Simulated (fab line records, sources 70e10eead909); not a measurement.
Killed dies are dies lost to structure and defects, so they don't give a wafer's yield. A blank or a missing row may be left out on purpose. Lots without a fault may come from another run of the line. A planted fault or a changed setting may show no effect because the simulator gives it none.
One fault seen from 2 desks | flow nand_harc | each desk has only its own numbers; what lay behind them comes last

THE DEFECT DESK
What the inspections along the route counted, lot by lot: means of the sampled wafers that have a number. A lot is out of limits, marked OUT, if its mean lies more than 4 standard deviations from the usual mean; the brackets give that distance.
Columns: A = raw_defect_count at NHARC_A_BLC_INSPECT_28, usual 491
lot  | first seen here | A
L751 | day 22 07:24    | 545
L752 | day 23 03:08    | 394
L753 | day 23 09:47    | 427
L754 | day 24 00:04    | 687
L755 | day 24 01:46    | 441
L756 | day 25 00:03    | 365
L759 | day 25 21:04    | 451
L758 | day 26 03:04    | 728
L761 | day 27 01:37    | 499
L768 | day 30 01:38    | 550
L771 | day 30 19:41    | 352
L773 | day 31 18:03    | 623
This desk's finding: nothing out of limits on any of the 12 lots.

THE TOOL OWNER'S DESK: rie_diel-09
The tool's own readings at NHARC_A_M0_ETCH_34 (etches the open film in N2/H2, target depth 40 nm, overetch 12 nm, time 43.94 s): means of the sampled wafers that have a number, for each lot that ran on this tool. A lot is out of limits, marked OUT, if its mean lies more than 4 standard deviations from the usual mean; the brackets give that distance.
Columns: A = drypump_motor_current_A at NHARC_A_M0_ETCH_34, usual 5.9 A; B = oes_product_au at NHARC_A_M0_ETCH_34, usual 0.999 a.u.; C = rf_vpp_V at NHARC_A_M0_ETCH_34, usual 431.4 V; D = run_length_s at NHARC_A_M0_ETCH_34, usual 65.1 s; E = showerhead_plenum_p_Torr at NHARC_A_M0_ETCH_34, usual 2.07 Torr; F = throttle_valve_pct at NHARC_A_M0_ETCH_34, usual 14.173 %
lot  | first seen here | A   | B     | C     | D               | E    | F
L751 | day 22 08:34    | 6.0 | 1.008 | 432.5 | 64.8            | 2.11 | 14.169
L752 | day 23 04:10    | 6.0 | 1.001 | 431.7 | 64.7            | 2.08 | 14.174
L756 | day 25 01:06    | 6.2 | 0.990 | 430.4 | 64.9            | 2.03 | 14.170
L759 | day 25 22:14    | 6.0 | 1.013 | 433.1 | 64.9            | 2.11 | 14.165
L761 | day 27 02:47    | 6.1 | 1.007 | 431.9 | 65.1            | 2.07 | 14.176
L768 | day 30 02:49    | 6.1 | 1.003 | 431.8 | 61.3 (-8.0) OUT | 2.07 | 14.177
L771 | day 30 20:53    | 6.1 | 0.998 | 430.9 | 61.3 (-8.0) OUT | 2.07 | 14.173
This desk's finding: out of limits on L768, L771; first on L768, day 30 02:49 (run_length_s at NHARC_A_M0_ETCH_34). In limits: L751, L752, L756, L759, L761.

PUT TOGETHER
The tool owner's desk could have raised an alarm at day 30 02:49, on L768, L771.
The defect desk saw nothing out of limits.
The defect desk has L768, L771 on record, within its limits.
Of the lots named, all ran NHARC_A_M0_ETCH_34 on rie_diel-09.

WHAT THE SIMULATOR HAD PUT IN
Process parameter drift: rie_diel-09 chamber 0, from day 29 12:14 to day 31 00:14, at NHARC_A_M0_ETCH_34. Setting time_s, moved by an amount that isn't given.
Lots struck among those shown: L768, L771.
Hours from the fault's start to each desk's first reading out of limits: the tool owner's desk, 15.
